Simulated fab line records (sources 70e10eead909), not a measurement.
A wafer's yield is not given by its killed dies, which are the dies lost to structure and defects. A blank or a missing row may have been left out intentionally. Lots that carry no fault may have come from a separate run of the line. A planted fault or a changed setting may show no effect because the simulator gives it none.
Comparing a struck lot with a sound one + flow nand harc + 38 out of 1159 route steps
Sound: wafers L563.1, L563.3, L563.6. Struck: wafers L568.1, L568.2, L568.6. The cause is given at the end.
Per side, at each step with rows, come the tool, then ch with its chambers, and then its first start. Under that, the readings that differ: sound wafers + struck wafers + difference of the means + sigmas: that difference in standard deviations of wafers without a fault.
alike: readings whose means differ by less than 2 such deviations, and words and numbers that are the same on both sides. not compared: withheld readings, readings that some wafer has no value for, bounds like >300 that may hide the same value, and numbers for which the record gives no deviation and whose values overlap.
Wherever a step has rows on one side only, a row that says differs or no value, or a row with sigmas, the two part there. Non-overlapping numbers with no deviation appear without sigmas and do not part them. A reading that every wafer of one side lacks parts them only if that side has two wafers or more.

first, 8 steps without rows for these wafers: NHARC_A_STAIRCASE_HMDS_434 (time 30 s); NHARC_A_STAIRCASE_COAT_435; NHARC_A_STAIRCASE_SOFTBAKE_436 (time 170 s); NHARC_A_STAIRCASE_EBR_437; NHARC_A_STAIRCASE_EXPOSE_438 (exposes mask STAIR REV); NHARC_A_STAIRCASE_PEB_439 (peb time 130 s); NHARC_A_STAIRCASE_DEVELOP_440 (time 140 s); NHARC_A_STAIRCASE_HARDBAKE_442 (time 140 s).
NHARC_A_STAIRCASE_DESCUM_443: chemistry O2, time 3 s.
  sound on rie diel-02 ch 2,3, day 13 22:32; struck on rie diel-02 ch 0,1,3, day 15 15:25
  alike: drypump motor current A, oes product au, rf vpp V, showerhead plenum p Torr, throttle valve pct
  not compared: rf hours counter h
then, 1 step without rows for these wafers: NHARC_A_STAIRCASE_ETCH_444 (etches the open film in C4F8/O2, target depth 10200 nm, time 3400 s).
NHARC_A_STAIRCASE_STRIP_446: strips in O2.
  sound on plasma asher-02 ch 0, day 14 01:26; struck on plasma asher-02 ch 0,1, day 15 17:59
  alike: drypump motor current A, heater power w
  not compared: rf hours counter h
then, 3 steps without rows for these wafers: NHARC_A_STAIRCASE_STRIP_447 (strips in SPM, time 900 s); NHARC_A_STAIRCASE_PRECLEAN_448 (cleans in SC1); NHARC_A_STAIRCASE_SRD_449.
NHARC_A_STAIRCASE_CMP_450: polishes SiO2, target thk 200 nm.
  sound on cmp-01 ch 1,2,3, day 14 02:11; struck on cmp-01 ch 0,2, day 15 18:48
  alike: motor current A, retaining ring pressure frac
NHARC_A_STAIRCASE_CMP_152: polishes.
  sound on cmp-01 ch 1,2,3, day 14 02:16; struck on cmp-01 ch 0,2, day 15 18:52
  alike: motor current A, retaining ring pressure frac
then, 4 steps without rows for these wafers: NHARC_A_STAIRCASE_SRD_154; NHARC_A_STAIRCASE_ETCH_403 (etches SiO2 in dHF, target depth 108.2 nm); NHARC_A_STAIRCASE_ETCHBACK_422 (etches the open film in CH3F/O2, target depth 40 nm, time 74.286 s); NHARC_A_STAIRCASE_ETCH_423 (etches SiO2 in dHF, target depth 30 nm).
NHARC_A_STAIRCASE_ETCHBACK_157: etches the open film in CH3F/O2, target depth 90 nm, time 167.14 s.
  sound on rie diel-04 ch 0,3, day 14 03:06; struck on rie diel-02 ch 1,2, day 15 19:47
  alike: drypump motor current A, oes product au, rf vpp V, showerhead plenum p Torr, throttle valve pct
  not compared: rf hours counter h
then, 1 step without rows for these wafers: NHARC_A_STAIRCASE_STRIP_475 (strips in O2, time 20 s).
NHARC_A_STAIRCASE_DEP_471: deposits SiO2, target thk 100 nm.
  sound on pecvd-03 ch 1,2, day 14 03:23; struck on pecvd-01 ch 0,1,2, day 15 20:08
| reading                | sound          | struck         | difference | sigmas |
|------------------------|----------------|----------------|------------|--------|
| throttle valve pct (%) | 15.1 15.5 15.2 | 16.5 16.2 15.9 | +0.9       | +3     |
  alike: heater power w
then, 13 steps without rows for these wafers: NHARC_A_STAIRCASE_CMP_472 (polishes SiO2); NHARC_A_STAIRCASE_SRD_474; NHARC_A_SGD_CUT_DEP_00 (deposits SiNx, target thk 50 nm); NHARC_A_SGD_CUT_DEHYDRATE_01 (time 120 s); NHARC_A_SGD_CUT_HMDS_02 (time 30 s); NHARC_A_SGD_CUT_COAT_56 (time 75 s); NHARC_A_SGD_CUT_COAT_57 (time 65 s); NHARC_A_SGD_CUT_COAT_03 (resist thk 90 nm); NHARC_A_SGD_CUT_SOFTBAKE_04 (time 55 s); NHARC_A_SGD_CUT_EBR_05; NHARC_A_SGD_CUT_EXPOSE_06 (exposes mask SGD); NHARC_A_SGD_CUT_PEB_07 (peb time 65 s); NHARC_A_SGD_CUT_DEVELOP_08 (develop time 35 s).
NHARC_A_SGD_CUT_CD_MEAS_09: the cd target is 100 nm.
  sound on cd sem-01 ch 0, day 14 04:47; struck on cd sem-03 ch 0, day 15 21:35
  alike: cd nm
-- record jumps: 5 days between struck wafers' starts before vs after; left off in module A_SGD_CUT, resumes in module END, first step shown is number 1159 of the route --
NHARC_END_SORT_01:
  sound on prober-02 ch 0, day 20 05:11; struck on prober-01 ch 0, day 21 09:27
| reading         | sound    | struck    | difference | sigmas |
|-----------------|----------|-----------|------------|--------|
| killed at array | 34 33 29 | 81 105 77 | +56        | +5     |
| killed dies     | 37 33 37 | 82 109 79 | +54        | +5     |
  alike: killed at other, killed at periphery, killed open, killed short

== WHERE THEY PART ==
Last at NHARC_END_SORT_01 as far as this record goes, first at NHARC_A_STAIRCASE_DEP_471.

WHY: what the simulator had put in
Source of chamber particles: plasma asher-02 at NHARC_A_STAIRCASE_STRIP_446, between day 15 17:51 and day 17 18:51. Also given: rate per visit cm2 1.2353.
